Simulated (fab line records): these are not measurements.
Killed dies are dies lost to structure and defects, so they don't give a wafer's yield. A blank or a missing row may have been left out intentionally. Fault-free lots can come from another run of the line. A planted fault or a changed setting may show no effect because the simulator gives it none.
fab line records ; flow n5Finfet
[record] lots = 7; wafers = 21; lastDay = 17
route steps=1938 shown BEOL_M5@1177
lots with no fault: from the same line, run without faults
startH: start of the lot's first displayed wafer, in hours after the record's first day ; waitH: how many hours have passed since the lot's step before this one ; " same as the row above ; L1.1+2: several wafers, shown together as one row ; - value missing, or start not given ; * or withheld: withheld ; < > ~ a bound
route shown NAME@n: a module of which the file shows steps, and the number in the route of the first ; usual: the fault-free wafers' mean and standard deviation ; same: alike in all rows ; chamber/n: place in a boat ; sites: the reading at each site ; _std_site: the values' standard deviation ; _edge_site: outer sites' mean less inner sites' ; radiusMm: for every site, how far away it sits from the centre of the wafer ; mask NAME#n: copy n ; behind: the last tool/chamber to shape the wafer ; hold: the reason the lot was held/the length of the hold in hours/how it ended ; device: which transistor (n, p or np) failed to switch ; end of line: tests run on the same wafers once the route is complete ; a step with no rows: only its recipe ; killed: the dies lost at the first sort to structure and to defects; this is not the yield of the wafer ; map: a wafer's dies, marking killed ones x, the rest . and places with no die _
set.NAME: the run value of the setting; set.NAME@STEP: its run value at that earlier step ; model.NAME: the simulator's own value behind a step, which no gauge read
lots seen at some steps along the route; tables by step, rows by wafer
services: the hour from which a tool's chamber was out of use, counted from the record's first day as startH (under 0 if before that day), plus the number of hours and why
[[steps]]
[step N5_BEOL_M5_SPUTTER_81]
[recipe] material = Cu; targetThkA = 150; tempC = -20; chamberPressurePa = 0.07; powerW = withheld; timeS = 27.62
[step N5_BEOL_M5_ANNEAL_82]
[recipe] tempC = 400; timeS = 1800; ambient = vacuum
[usual] heaterPowerW = 868/56
lot.wafer;tool;chamber;startH;waitH;heaterPowerW
L458.1;pvdSputter-01;-;193.32;0.0;845
L458.4;pvdSputter-01;-;193.32;0.0;792
L458.6;pvdSputter-01;-;193.32;0.0;848
L466.1;pvdSputter-02;-;234.22;0.0;943
L466.3;pvdSputter-02;-;234.22;0.0;847
L466.4;pvdSputter-02;-;234.22;0.0;906
L469.1;pvdSputter-02;-;254.56;0.0;868
L469.2;pvdSputter-02;-;254.56;0.0;934
L469.3;pvdSputter-02;-;254.56;0.0;891
L468.2;pvdSputter-03;-;263.25;0.0;982
L468.5;pvdSputter-03;-;263.25;0.0;830
L468.6;pvdSputter-03;-;263.25;0.0;980
L473.1;pvdSputter-03;-;268.95;0.0;847
L473.4;pvdSputter-03;-;268.95;0.0;840
L473.6;pvdSputter-03;-;268.95;0.0;806
L472.2;pvdSputter-02;-;273.61;0.0;954
L472.3;pvdSputter-02;-;273.61;0.0;886
L472.5;pvdSputter-02;-;273.61;0.0;863
L478.2;pvdSputter-01;-;317.93;0.0;898
L478.4;pvdSputter-01;-;317.93;0.0;813
L478.6;pvdSputter-01;-;317.93;0.0;828
[step N5_BEOL_M5_SPUTTER_83]
[recipe] material = Cu; targetThkA = 150; tempC = -20; chamberPressurePa = 0.07; powerW = withheld; timeS = 27.62
[usual] throttleValvePct = 30.5/1.1
lot.wafer;tool;chamber;startH;waitH;throttleValvePct
L458.1;pvdSputter-01;-;194.33;0.5;32.7
L458.4;pvdSputter-01;-;194.33;0.5;30.4
L458.6;pvdSputter-01;-;194.33;0.5;32.6
L466.1;pvdSputter-02;-;235.23;0.5;29.9
L466.3;pvdSputter-02;-;235.23;0.5;30.5
L466.4;pvdSputter-02;-;235.23;0.5;30.4
L469.1;pvdSputter-02;-;255.57;0.5;30.9
L469.2;pvdSputter-02;-;255.57;0.5;29.6
L469.3;pvdSputter-02;-;255.57;0.5;30.5
L468.2;pvdSputter-03;-;264.25;0.5;28.8
L468.5;pvdSputter-03;-;264.25;0.5;31.3
L468.6;pvdSputter-03;-;264.25;0.5;28.8
L473.1;pvdSputter-03;-;269.96;0.5;30.4
L473.4;pvdSputter-03;-;269.96;0.5;28.7
L473.6;pvdSputter-03;-;269.96;0.5;31.0
L472.2;pvdSputter-02;-;274.62;0.5;29.7
L472.3;pvdSputter-02;-;274.62;0.5;30.7
L472.5;pvdSputter-02;-;274.62;0.5;30.4
L478.2;pvdSputter-01;-;318.93;0.5;29.9
L478.4;pvdSputter-01;-;318.93;0.5;31.5
L478.6;pvdSputter-01;-;318.93;0.5;32.8
[step N5_BEOL_M5_ANNEAL_84]
[recipe] tempC = 400; timeS = 1800; ambient = vacuum
[usual] heaterPowerW = 871/57
lot.wafer;tool;chamber;startH;waitH;heaterPowerW
L458.1;pvdSputter-01;-;194.41;0.0;845
L458.4;pvdSputter-01;-;194.41;0.0;795
L458.6;pvdSputter-01;-;194.41;0.0;858
L466.1;pvdSputter-02;-;235.31;0.0;943
L466.3;pvdSputter-02;-;235.31;0.0;856
L466.4;pvdSputter-02;-;235.31;0.0;897
L469.1;pvdSputter-02;-;255.65;0.0;886
L469.2;pvdSputter-02;-;255.65;0.0;920
L469.3;pvdSputter-02;-;255.65;0.0;919
L468.2;pvdSputter-03;-;264.33;0.0;1006
L468.5;pvdSputter-03;-;264.33;0.0;826
L468.6;pvdSputter-03;-;264.33;0.0;990
L473.1;pvdSputter-03;-;270.04;0.0;856
L473.4;pvdSputter-03;-;270.04;0.0;827
L473.6;pvdSputter-03;-;270.04;0.0;821
L472.2;pvdSputter-02;-;274.70;0.0;945
L472.3;pvdSputter-02;-;274.70;0.0;907
L472.5;pvdSputter-02;-;274.70;0.0;847
L478.2;pvdSputter-01;-;319.01;0.0;886
L478.4;pvdSputter-01;-;319.01;0.0;812
L478.6;pvdSputter-01;-;319.01;0.0;858
[step N5_BEOL_M5_SPUTTER_88]
[recipe] material = Cu; targetThkA = 150; tempC = -20; chamberPressurePa = 0.07; powerW = withheld; timeS = 27.62
[step N5_BEOL_M5_ANNEAL_89]
[recipe] tempC = 400; timeS = 1800; ambient = vacuum
[usual] heaterPowerW = 869/58
lot.wafer;tool;chamber;startH;waitH;heaterPowerW
L458.1;pvdSputter-01;-;195.50;0.0;861
L458.4;pvdSputter-01;-;195.50;0.0;790
L458.6;pvdSputter-01;-;195.50;0.0;863
L466.1;pvdSputter-02;-;236.39;0.0;943
L466.3;pvdSputter-02;-;236.39;0.0;843
L466.4;pvdSputter-02;-;236.39;0.0;873
L469.1;pvdSputter-02;-;256.73;0.0;900
L469.2;pvdSputter-02;-;256.73;0.0;949
L469.3;pvdSputter-02;-;256.73;0.0;912
L468.2;pvdSputter-03;-;265.42;0.0;1004
L468.5;pvdSputter-03;-;265.42;0.0;806
L468.6;pvdSputter-03;-;265.42;0.0;1027
L473.1;pvdSputter-03;-;271.13;0.0;868
L473.4;pvdSputter-03;-;271.13;0.0;813
L473.6;pvdSputter-03;-;271.13;0.0;821
L472.2;pvdSputter-02;-;275.79;0.0;931
L472.3;pvdSputter-02;-;275.79;0.0;886
L472.5;pvdSputter-02;-;275.79;0.0;853
L478.2;pvdSputter-01;-;320.10;0.0;916
L478.4;pvdSputter-01;-;320.10;0.0;808
L478.6;pvdSputter-01;-;320.10;0.0;857
[step N5_BEOL_M5_SPUTTER_90]
[recipe] material = Cu; targetThkA = 45; tempC = -20; chamberPressurePa = 0.07; powerW = withheld; timeS = 8.29
[step N5_BEOL_M5_ECD_50]
[recipe] material = Cu; targetThkA = 3000
[step N5_BEOL_M5_ANNEAL_51]
[recipe] tempC = 225; timeS = 90; ambient = N2
[usual] wafer_temp_C_max = 225.95/0.27
lot.wafer;tool;chamber;startH;waitH;wafer_temp_C_max
L458.1;rtpAnneal-02;0;196.98;0.3;225.64
L458.4;rtpAnneal-02;0;196.98;0.3;226.65
L458.6;rtpAnneal-02;0;196.98;0.3;226.06
L466.1;rtpAnneal-01;0;237.60;0.1;225.70
L466.3;rtpAnneal-01;0;237.60;0.1;225.90
L466.4;rtpAnneal-01;0;237.60;0.1;226.01
L469.1;rtpAnneal-02;0;257.94;0.1;226.25
L469.2;rtpAnneal-02;0;257.94;0.1;225.91
L469.3;rtpAnneal-02;0;257.94;0.1;225.89
L468.2;rtpAnneal-02;0;266.78;0.2;226.23
L468.5;rtpAnneal-02;0;266.78;0.2;226.11
L468.6;rtpAnneal-02;0;266.78;0.2;226.50
L473.1;rtpAnneal-02;0;272.34;0.1;226.26
L473.4;rtpAnneal-02;0;272.34;0.1;225.78
L473.6;rtpAnneal-02;0;272.34;0.1;226.05
L472.2;rtpAnneal-01;0;277.36;0.4;226.02
L472.3;rtpAnneal-01;0;277.36;0.4;225.66
L472.5;rtpAnneal-01;0;277.36;0.4;226.24
L478.2;rtpAnneal-02;0;321.36;0.1;225.83
L478.4;rtpAnneal-02;0;321.36;0.1;226.03
L478.6;rtpAnneal-02;0;321.36;0.1;225.87
[step N5_BEOL_M5_CMP_52]
[recipe] stopOn = SiCOH_lowk; tOverpolishS = 6.9; downForcePsi = 1; platenRpm = 50; clearingPlatenDownForcePsi = 1.5; clearingPlatenRpm = 50; postCmpClean = cuAlkaline; targetThkNm = 62; clearingPlatenPadVelocityMS = 0.99484; padVelocityMS = 0.99484
[step N5_BEOL_M5_THK_MEAS_53]
[recipe] thkMeasGauge = xrf; reads = Cu_of_BEOL_M5_ECD_50
[usual] M5_THK = 62.3/1.4
lot.wafer;tool;chamber;startH;waitH;M5_THK[nm]
L458.1;filmMetro-01;-;197.58;-;63.3
L458.4;filmMetro-01;-;197.58;-;62.5
L458.6;filmMetro-01;-;197.58;-;62.7
L466.1;filmMetro-02;-;238.20;-;64.4
L466.3;filmMetro-02;-;238.20;-;62.8
L466.4;filmMetro-02;-;238.20;-;60.6
L469.1;filmMetro-02;-;258.53;-;63.5
L469.2;filmMetro-02;-;258.53;-;62.2
L469.3;filmMetro-02;-;258.53;-;61.3
L468.2;filmMetro-02;-;267.33;-;61.6
L468.5;filmMetro-02;-;267.33;-;60.9
L468.6;filmMetro-02;-;267.33;-;61.0
L473.1;filmMetro-02;-;272.93;-;61.5
L473.4;filmMetro-02;-;272.93;-;61.9
L473.6;filmMetro-02;-;272.93;-;61.8
L472.2;filmMetro-02;-;277.91;-;65.7
L472.3;filmMetro-02;-;277.91;-;64.8
L472.5;filmMetro-02;-;277.91;-;64.8
L478.2;filmMetro-02;-;321.90;-;62.2
L478.4;filmMetro-02;-;321.90;-;61.4
L478.6;filmMetro-02;-;321.90;-;63.3
[step N5_BEOL_M5_PRE_CLEAN_77]
[recipe] gas = NH3/H2; timeS = 15; tempC = *; rfPowerW = 300
[step N5_BEOL_M5_CO_CAP_78]
[recipe] material = Co; targetThkA = 20; tempC = 200; precursor = CCTBA/H2; pressureTorr = 30; timeS = 102.1
[usual] heaterPowerW = 233/27; runLengthS = 125.0/0.48
lot.wafer;tool;chamber;startH;waitH;heaterPowerW;runLengthS;model.Co_of_BEOL_M5_CO_CAP_78.thkNm
L458.1;cvdCo-01;0;197.66;0.0;223;124.6;2
L458.4;cvdCo-01;1;197.66;0.0;211;125.0;2
L458.6;cvdCo-01;0;197.66;0.0;217;124.5;2
L466.1;cvdCo-02;0;238.27;0.0;196;125.9;2
L466.3;cvdCo-02;1;238.27;0.0;229;124.9;2
L466.4;cvdCo-02;1;238.27;0.0;232;124.9;1.8
L469.1;cvdCo-02;2;258.61;0.0;260;99.4;1.6
L469.2;cvdCo-02;0;258.61;0.0;198;125.3;1.8
L469.3;cvdCo-02;1;258.61;0.0;236;124.1;1.8
L468.2;cvdCo-01;2;267.40;0.0;273;125.3;2
L468.5;cvdCo-01;1;267.40;0.0;214;125.3;2.2
L468.6;cvdCo-01;2;267.40;0.0;279;125.6;2.2
L473.1;cvdCo-02;0;273.01;0.0;202;100.3;1.6
L473.4;cvdCo-02;0;273.01;0.0;202;125.4;2
L473.6;cvdCo-02;1;273.01;0.0;227;124.3;2
L472.2;cvdCo-02;0;277.99;0.0;203;125.3;2
L472.3;cvdCo-02;2;277.99;0.0;265;124.3;2.2
L472.5;cvdCo-02;1;277.99;0.0;235;99.7;1.4
L478.2;cvdCo-01;1;321.98;0.0;217;125.0;1.8
L478.4;cvdCo-01;2;321.98;0.0;274;125.3;2
L478.6;cvdCo-01;1;321.98;0.0;214;125.1;2
[step N5_BEOL_M5_PRE_CLEAN_55]
[recipe] gas = NH3; timeS = 15; tempC = withheld; rfPowerW = 300
[[services]]
tool;chamber;startH;hours;kind
cvdCo-01;-;189.76;1.3;repair
cvdCo-02;2;195.82;16.5;repair
rtpAnneal-02;-;232.48;3.3;pm
pvdSputter-02;-;238.19;1.5;repair
cvdCo-01;-;241.20;0.5;repair
cvdCo-02;-;268.73;0.5;repair
pvdSputter-02;-;285.64;5.0;repair
cvdCo-01;-;301.89;0.2;repair
[[key]]
[firstSign] step = N5_BEOL_M5_CO_CAP_78; reading = runLengthS; direction = down; sigmas = 52; usual = *; struck = *
effect none on later readings
[modelEffect] step = N5_BEOL_M5_CO_CAP_78; value = Co_of_BEOL_M5_CO_CAP_78.thkNm; without = 1.933; struck = 1.533
metAt N5_BEOL_M5_CO_CAP_78
struckWafers L469.1,L472.5,L473.1
onsetBetween 238.27 258.61
[fault] kind = processParameterDrift; tool = cvdCo-02; chamber = -; onsetH = 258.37; steps = N5_BEOL_M5_CO_CAP_78; channel = timeS; offset = *; shape = step; endH = 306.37; scope = struckWafersOnly; actsIn = *; stated = *
